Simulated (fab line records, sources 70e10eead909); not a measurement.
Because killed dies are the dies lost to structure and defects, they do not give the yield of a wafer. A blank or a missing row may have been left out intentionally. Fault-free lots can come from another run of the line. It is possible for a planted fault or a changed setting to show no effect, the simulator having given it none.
fab line records	flow nand-harc
record: lots: 13	wafers: 39	last-day: 34
route steps=1302 shown A_ONON_D2@548
lots with no fault: from the same line, run without faults
start-h: the number of hours between the record's first day and the start of the first shown wafer of the lot	wait-h: hours elapsed since this lot's preceding step	" as in the row above	L1.1+2: a row that stands for several wafers	- no value, or no start was given	* or withheld: withheld	< > ~ a bound
route shown NAME@n: names a module that has steps shown in the file, with the first one's number in the route	usual: the fault-free wafers' mean and standard deviation	same: alike in all rows	chamber/n: place in a boat	sites: each site's reading	_std_site: the values' standard deviation	_edge_site: the outer-site mean with the inner-site mean subtracted	radius-mm: for every site, how far away it sits from the centre of the wafer	mask NAME#n: copy n	behind: the last tool/chamber to shape the wafer	hold: why the lot went on hold/how many hours it stayed there/how the hold came to an end	device: the n, p or np transistor that did not switch	end of line: at the end of the route, the tests of the same wafers	for a step that has no rows: nothing shown but its recipe	killed: dies that structure and defects cost at the first sort, which is not the same as the wafer's yield	map: the dies of a wafer, with x for killed, . for not killed, _ for no die there
set.NAME: the setting that was run; set.NAME@STEP: the one run at that earlier step	model.NAME: the simulator's own value behind a step, which no gauge read
a sample of lots followed through the steps of the route, with each step as a table and each wafer as a row
services: a tool's chamber out of use, with start hour (start-h, from the record's first day; less than 0 if before it), hours out, and reason
== steps ==
step: NHARC_A_ONON_D2_THK_MEAS_05
recipe: thk-meas-gauge: ellipsometry
usual: thk-nm: 1002/8.9
lot.wafer	tool	chamber	start-h	wait-h	thk-nm
L225.1	film-metro-02	-	282.65	-	1003
L225.2	"	-	"	"	1002
L225.4	"	-	"	"	1004
L227.3	film-metro-01	-	292.26	-	1001
L227.4	"	-	"	"	1002
L227.5	"	-	"	"	1000
L232.1	film-metro-01	-	354.77	-	1002
L232.2	"	-	"	"	1002
L232.4	"	-	"	"	1003
L231.4	film-metro-02	-	354.93	-	994
L231.5	"	-	"	"	996
L231.6	"	-	"	"	997
L234.3	film-metro-02	-	362.13	-	1006
L234.4	"	-	"	"	1007
L234.5	"	-	"	"	1007
L235.2	film-metro-02	-	389.72	-	1017
L235.4	"	-	"	"	1018
L235.6	"	-	"	"	1014
L236.3	film-metro-02	-	389.83	-	984
L236.5	"	-	"	"	984
L236.6	"	-	"	"	985
L243.1	film-metro-02	-	457.53	-	999
L243.2	"	-	"	"	1000
L243.3	"	-	"	"	1000
L244.4	film-metro-02	-	457.85	-	998
L244.5	"	-	"	"	999
L244.6	"	-	"	"	998
L245.3	film-metro-02	-	473.98	-	990
L245.5	"	-	"	"	991
L245.6	"	-	"	"	993
L246.1	film-metro-02	-	504.45	-	1013
L246.2	"	-	"	"	1014
L246.6	"	-	"	"	1013
L248.3	film-metro-01	-	504.60	-	1009
L248.4	"	-	"	"	1008
L248.5	"	-	"	"	1006
L247.1	film-metro-01	-	504.81	-	1006
L247.2	"	-	"	"	1007
L247.6	"	-	"	"	1006
step: NHARC_A_ONON_D2_THK_MEAS_11
recipe: thk-meas-gauge: ellipsometry
usual: thk-nm: 998/8.9
lot.wafer	tool	chamber	start-h	wait-h	thk-nm
L225.1	film-metro-01	-	283.79	-	996
L225.2	"	-	"	"	994
L225.4	"	-	"	"	994
L227.3	film-metro-01	-	293.40	-	1010
L227.4	"	-	"	"	1009
L227.5	"	-	"	"	1008
L232.1	film-metro-02	-	355.90	-	1002
L232.2	"	-	"	"	1001
L232.4	"	-	"	"	1001
L231.4	film-metro-02	-	356.07	-	991
L231.5	"	-	"	"	991
L231.6	"	-	"	"	992
L234.3	film-metro-01	-	363.27	-	1014
L234.4	"	-	"	"	1014
L234.5	"	-	"	"	1015
L235.2	film-metro-02	-	390.86	-	1005
L235.4	"	-	"	"	1005
L235.6	"	-	"	"	1004
L236.3	film-metro-02	-	390.96	-	977
L236.5	"	-	"	"	975
L236.6	"	-	"	"	976
L243.1	film-metro-02	-	459.25	-	987
L243.2	"	-	"	"	989
L243.3	"	-	"	"	988
L244.4	film-metro-02	-	459.60	-	996
L244.5	"	-	"	"	996
L244.6	"	-	"	"	997
L245.3	film-metro-01	-	475.12	-	1005
L245.5	"	-	"	"	1005
L245.6	"	-	"	"	1003
L246.1	film-metro-02	-	505.59	-	1003
L246.2	"	-	"	"	1004
L246.6	"	-	"	"	1002
L248.3	film-metro-01	-	505.72	-	1003
L248.4	"	-	"	"	1003
L248.5	"	-	"	"	1003
L247.1	film-metro-01	-	505.93	-	1003
L247.2	"	-	"	"	1001
L247.6	"	-	"	"	1004
step: NHARC_A_ONON_D2_DEP_16
recipe: target-thk-a: 10000	n2-flow-sccm: 2750	n2o-flow-sccm: 2000	nh3-flow-sccm: 500	sih4-flow-sccm: 210	temp-c: 400
usual: n2-flow-sccm: 2749/8.3	sih4-flow-sccm: 210.1/0.65
lot.wafer	tool	chamber	start-h	wait-h	n2-flow-sccm	sih4-flow-sccm
L225.1	pecvd-onon-02	0	292.90	0.4	2748	210.2
L225.2	"	0	"	"	2752	209.1
L225.4	"	0	"	"	2748	209.9
L227.3	pecvd-onon-03	0	301.62	0.5	2744	210.4
L227.4	"	0	"	"	2753	211.3
L227.5	"	0	"	"	2738	210.6
L232.1	pecvd-onon-03	0	363.28	0.4	2745	209.7
L232.2	"	0	"	"	2747	210.4
L232.4	"	0	"	"	2749	209.4
L231.4	pecvd-onon-04	0	363.46	0.6	2755	210.7
L231.5	"	0	"	"	2758	210.3
L231.6	"	0	"	"	2768	211.0
L234.3	pecvd-onon-03	0	372.41	0.5	2750	211.0
L234.4	"	0	"	"	2746	210.6
L234.5	"	0	"	"	2736	210.3
L235.2	pecvd-onon-03	0	398.35	0.4	2744	210.4
L235.4	"	0	"	"	2751	210.0
L235.6	"	0	"	"	2759	209.4
L236.3	pecvd-onon-04	0	398.55	0.6	2743	210.2
L236.5	"	0	"	"	2753	210.1
L236.6	"	0	"	"	2762	211.1
L243.1	pecvd-onon-03	0	466.92	0.4	2745	210.2
L243.2	"	0	"	"	2750	210.5
L243.3	"	0	"	"	2751	209.4
L244.4	pecvd-onon-04	0	467.09	0.6	2751	209.6
L244.5	"	0	"	"	2741	209.3
L244.6	"	0	"	"	2749	209.6
L245.3	pecvd-onon-02	0	483.28	0.5	2751	208.7
L245.5	"	0	"	"	2743	210.0
L245.6	"	0	"	"	2749	210.0
L246.1	pecvd-onon-03	0	515.58	0.4	2752	210.7
L246.2	"	0	"	"	2743	210.6
L246.6	"	0	"	"	2753	210.9
L247.1	pecvd-onon-04	0	515.58	0.4	2740	210.3
L247.2	"	0	"	"	2752	210.3
L247.6	"	0	"	"	2750	210.5
L248.3	pecvd-onon-02	0	515.70	0.5	2756	210.5
L248.4	"	0	"	"	2756	210.7
L248.5	"	0	"	"	2760	211.4
step: NHARC_A_ONON_D2_THK_MEAS_18
recipe: thk-meas-gauge: ellipsometry
usual: thk-nm: 998/13
lot.wafer	tool	chamber	start-h	wait-h	thk-nm
L225.1	film-metro-01	-	293.42	-	982
L225.2	"	-	"	"	985
L225.4	"	-	"	"	981
L227.3	film-metro-02	-	302.02	-	985
L227.4	"	-	"	"	985
L227.5	"	-	"	"	984
L231.4	film-metro-01	-	363.79	-	979
L231.5	"	-	"	"	982
L231.6	"	-	"	"	981
L232.1	film-metro-01	-	363.79	-	995
L232.2	"	-	"	"	996
L232.4	"	-	"	"	994
L234.3	film-metro-02	-	372.80	-	991
L234.4	"	-	"	"	941
L234.5	"	-	"	"	936
L235.2	film-metro-02	-	398.81	-	998
L235.4	"	-	"	"	943
L235.6	"	-	"	"	996
L236.3	film-metro-02	-	398.95	-	1015
L236.5	"	-	"	"	1017
L236.6	"	-	"	"	1018
L244.4	film-metro-02	-	467.43	-	1012
L244.5	"	-	"	"	1012
L244.6	"	-	"	"	1013
L243.1	film-metro-02	-	467.43	-	984
L243.2	"	-	"	"	984
L243.3	"	-	"	"	984
L245.3	film-metro-01	-	483.67	-	1022
L245.5	"	-	"	"	1023
L245.6	"	-	"	"	1022
L248.3	film-metro-01	-	516.09	-	996
L248.4	"	-	"	"	993
L248.5	"	-	"	"	996
L246.1	film-metro-02	-	516.09	-	972
L246.2	"	-	"	"	973
L246.6	"	-	"	"	972
L247.1	film-metro-01	-	516.13	-	986
L247.2	"	-	"	"	988
L247.6	"	-	"	"	988
step: NHARC_A_ONON_D2_DEP_33
recipe: target-thk-a: 2000	temp-c: 400	pressure-torr: 6.5	rf-w: 900	teos-flow-sccm: 161.4	flow-sccm: 2650	target-thk-nm: 200	gas: O2	material: SiO2
usual: chamber-pressure-Torr: 6.500/0.015	heater-power-w: 520/62	throttle-valve-pct: 15.8/0.54
lot.wafer	tool	chamber	start-h	wait-h	chamber-pressure-Torr	heater-power-w	throttle-valve-pct
L225.1	pecvd-02	2	295.79	0.1	6.492	543	16.8
L225.2	"	0	"	"	6.479	560	15.7
L225.4	"	0	"	"	6.488	551	15.9
L227.3	pecvd-01	1	304.43	0.1	6.493	504	15.3
L227.5	"	2	"	"	6.500	468	16.4
L227.4	"	1	"	"	6.499	512	15.1
L231.5	pecvd-02	1	366.24	0.2	6.510	466	15.6
L231.6	"	2	"	"	6.514	480	16.6
L231.4	"	0	"	"	6.506	586	15.9
L232.1	pecvd-02	2	366.42	0.2	6.504	510	16.7
L232.2	"	0	"	"	6.497	573	15.8
L232.4	"	1	"	"	6.482	514	15.7
L234.3	pecvd-02	2	388.77	0.2	6.496	566	16.8
L234.5	"	2	"	"	6.526	560	16.7
L234.4	"	1	"	"	6.514	577	15.6
L235.2	pecvd-01	1	401.36	0.3	6.493	533	15.0
L235.6	"	2	"	"	6.475	430	16.1
L235.4	"	0	"	"	6.501	609	15.1
L236.3	pecvd-03	0	401.78	0.3	6.539	571	15.2
L236.6	"	2	"	"	6.501	567	16.4
L236.5	"	0	"	"	6.488	568	15.4
L243.3	pecvd-02	0	469.78	0.1	6.508	621	15.6
L243.1	"	1	"	"	6.493	529	15.6
L243.2	"	2	"	"	6.500	531	16.5
L244.4	pecvd-03	2	469.89	0.2	6.520	474	16.2
L244.6	"	0	"	"	6.529	532	15.4
L244.5	"	1	"	"	6.492	439	16.0
L245.3	pecvd-01	2	486.03	0.1	6.502	347	16.4
L245.6	"	1	"	"	6.500	493	15.0
L245.5	"	0	"	"	6.514	610	15.3
L246.1	pecvd-01	2	518.41	0.1	6.506	482	15.4
L246.2	"	0	"	"	6.487	514	14.9
L246.6	"	0	"	"	6.484	525	15.2
L248.3	pecvd-02	1	518.62	0.3	6.498	493	15.7
L248.5	"	1	"	"	6.506	519	15.8
L248.4	"	2	"	"	6.514	554	16.8
L247.1	pecvd-03	2	518.65	0.2	6.499	551	16.4
L247.2	"	0	"	"	6.508	569	15.6
L247.6	"	1	"	"	6.524	507	15.7
== services ==
tool	chamber	start-h	hours	kind
pecvd-02	-	288.58	1.5	repair
pecvd-onon-03	-	308.22	5.0	repair
pecvd-onon-04	-	311.00	13.0	pm
pecvd-01	-	311.13	13.0	pm
pecvd-01	0	311.13	13.0	vent-cycle
pecvd-01	1	311.13	13.0	vent-cycle
pecvd-01	2	311.13	13.0	vent-cycle
pecvd-01	0	324.13	-	clean
pecvd-01	1	324.13	-	clean
pecvd-01	2	324.13	-	clean
pecvd-01	2	325.41	5.6	repair
pecvd-onon-02	-	366.00	13.0	pm
pecvd-03	-	366.12	13.0	pm
pecvd-onon-03	-	408.00	13.0	pm
pecvd-02	-	408.21	13.0	pm
pecvd-02	0	408.21	13.0	vent-cycle
pecvd-02	1	408.21	13.0	vent-cycle
pecvd-02	2	408.21	13.0	vent-cycle
pecvd-02	0	421.21	-	clean
pecvd-02	1	421.21	-	clean
pecvd-02	2	421.21	-	clean
pecvd-03	2	436.46	8.3	repair
pecvd-onon-04	-	492.00	13.0	pm
pecvd-01	-	492.16	13.0	pm
== key ==
first-sign: step: NHARC_A_ONON_D2_THK_MEAS_18	reading: thk-nm	direction: down	sigmas: 4.5	usual: 998	struck: 940
effect none on later readings
met-at NHARC_A_ONON_D2_DEP_16
struck-lots L234,L235
struck-wafers L234.4,L234.5,L235.4
tester-left-out L234,L235
not-acting-at NHARC_A_ONON_D2_THK_MEAS_05,NHARC_A_ONON_D2_THK_MEAS_11,NHARC_A_ONON_D2_DEP_33
onset-between 363.28 372.41
fault: kind: process-parameter-drift	tool: pecvd-onon-03	chamber: -	onset-h: 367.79	steps: NHARC_A_ONON_D2_DEP_16	channel: target-thk-a	offset: *	shape: step	end-h: 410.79	scope: struck-wafers-only	acts-in: *	stated: *
tester-left-out: of these lots the tester's yield and bins aren't shown, on N5 and GAA mostly nor the transistor test; their killed dies are dies lost to structure and defects alone, not to doping, threshold or leakage, so they don't give the yield
